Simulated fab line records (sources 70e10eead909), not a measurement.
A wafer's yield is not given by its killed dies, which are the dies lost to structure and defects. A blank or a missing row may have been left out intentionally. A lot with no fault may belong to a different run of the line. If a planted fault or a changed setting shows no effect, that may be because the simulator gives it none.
Matching of chambers / flow nand harc / NHARC_A_STAIRCASE_DEP_156 on pecvd-02 has 3 sister chambers
The step deposits SiNx, target thk 50 nm. 6 wafers are shown with their chamber, then 10 later ones without.

WAFERS PAIRED WITH THEIR CHAMBERS
wafer=L083.3; chamber=2; heater power w (W)=785; heater power outer w (W)=424
wafer=L086.2; chamber=1; heater power w (W)=551; heater power outer w (W)=314
wafer=L086.4; chamber=0; heater power w (W)=980; heater power outer w (W)=616
wafer=L086.5; chamber=1; heater power w (W)=552; heater power outer w (W)=308
wafer=L087.2; chamber=0; heater power w (W)=839; heater power outer w (W)=509
wafer=L087.3; chamber=2; heater power w (W)=777; heater power outer w (W)=419

WAFERS WHOSE CHAMBER IS MISSING
wafer=L087.4; heater power w (W)=478; heater power outer w (W)=269
wafer=L089.1; heater power w (W)=545; heater power outer w (W)=305
wafer=L089.3; heater power w (W)=979; heater power outer w (W)=629
wafer=L089.4; heater power w (W)=973; heater power outer w (W)=605
wafer=L090.4; heater power w (W)=927; heater power outer w (W)=576
wafer=L090.5; heater power w (W)=565; heater power outer w (W)=319
wafer=L090.6; heater power w (W)=711; heater power outer w (W)=391
wafer=L095.1; heater power w (W)=913; heater power outer w (W)=576
wafer=L095.4; heater power w (W)=555; heater power outer w (W)=328
wafer=L095.5; heater power w (W)=911; heater power outer w (W)=576

EACH ONE'S CHAMBER
wafer=L087.4; from the rows above=1; in truth=1
wafer=L089.1; from the rows above=1; in truth=1
wafer=L089.3; from the rows above=0; in truth=0
wafer=L089.4; from the rows above=0; in truth=0
wafer=L090.4; from the rows above=0; in truth=0
wafer=L090.5; from the rows above=1; in truth=1
wafer=L090.6; from the rows above=can't be placed: 2 or 1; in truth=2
wafer=L095.1; from the rows above=0; in truth=0
wafer=L095.4; from the rows above=1; in truth=1
wafer=L095.5; from the rows above=0; in truth=0
9 of 10 placed correctly. Not placeable from these rows: 1 (in 1, the candidates include the true chamber). Wrongly placed: 0.
How it was worked out, from the rows above alone: a wafer's distance from a chamber is the root of the sum, over the readings, of the square of ((its reading less the chamber's mean) divided by the reading's scatter). If the next closest chamber is less than 2 further off than the closest, the wafer can't be placed; otherwise it belongs to the closest. Each chamber's mean is taken over the wafers shown for it. The scatter is the square root of a quotient: the sum, over the shown wafers, of each reading's squared deviation from its chamber's mean, divided by wafers minus chambers.
